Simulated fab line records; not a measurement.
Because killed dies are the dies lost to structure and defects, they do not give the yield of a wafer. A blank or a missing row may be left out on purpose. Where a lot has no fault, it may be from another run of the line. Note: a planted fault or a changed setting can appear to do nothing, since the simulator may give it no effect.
Chamber matching :: flow nand_harc :: pecvd-04 running NHARC_A_STAIRCASE_DEP_156: 3 sister chambers
The step deposits SiNx, target thk 50 nm. 6 wafers are shown with their chamber, then 8 later ones without.

WAFERS PAIRED WITH THEIR CHAMBERS
wafer: L284.5
chamber: 1
heater_power_w (W): 754

wafer: L288.1
chamber: 0
heater_power_w (W): 746

wafer: L288.4
chamber: 1
heater_power_w (W): 715

wafer: L297.5
chamber: 0
heater_power_w (W): 767

wafer: L297.6
chamber: 2
heater_power_w (W): 677

wafer: L301.3
chamber: 2
heater_power_w (W): 694

WAFERS WITHOUT THEIR CHAMBER
wafer: L301.5
heater_power_w (W): 665

wafer: L301.6
heater_power_w (W): 722

wafer: L302.1
heater_power_w (W): 742

wafer: L302.2
heater_power_w (W): 685

wafer: L302.6
heater_power_w (W): 749

wafer: L303.1
heater_power_w (W): 712

wafer: L303.2
heater_power_w (W): 618

wafer: L303.6
heater_power_w (W): 695

WHICH CHAMBER EACH ONE RAN IN
wafer: L301.5
from the rows above: 2
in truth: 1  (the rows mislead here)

wafer: L301.6
from the rows above: can't be placed: 1 or 0 or 2
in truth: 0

wafer: L302.1
from the rows above: can't be placed: 1 or 0
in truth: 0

wafer: L302.2
from the rows above: 2
in truth: 2

wafer: L302.6
from the rows above: can't be placed: 0 or 1
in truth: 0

wafer: L303.1
from the rows above: can't be placed: 1 or 2 or 0
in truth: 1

wafer: L303.2
from the rows above: 2
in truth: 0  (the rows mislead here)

wafer: L303.6
from the rows above: can't be placed: 2 or 1
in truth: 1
Placed correctly: 1 of 8. Not placeable from these rows: 5 (in 5, the candidates include the true chamber). Number placed wrongly: 2.
How it was worked out, from the rows above alone: a wafer's distance from a chamber is the root of the sum, over the readings, of the square of ((its reading less the chamber's mean) divided by the reading's scatter). The wafer belongs to the nearest chamber; if the next one is less than 2 further off, it can't be placed. The mean given for a chamber averages the wafers shown for that chamber. The scatter: take each reading less its chamber's mean, square it, sum over the shown wafers, divide by the number of wafers less the number of chambers, and take the root.
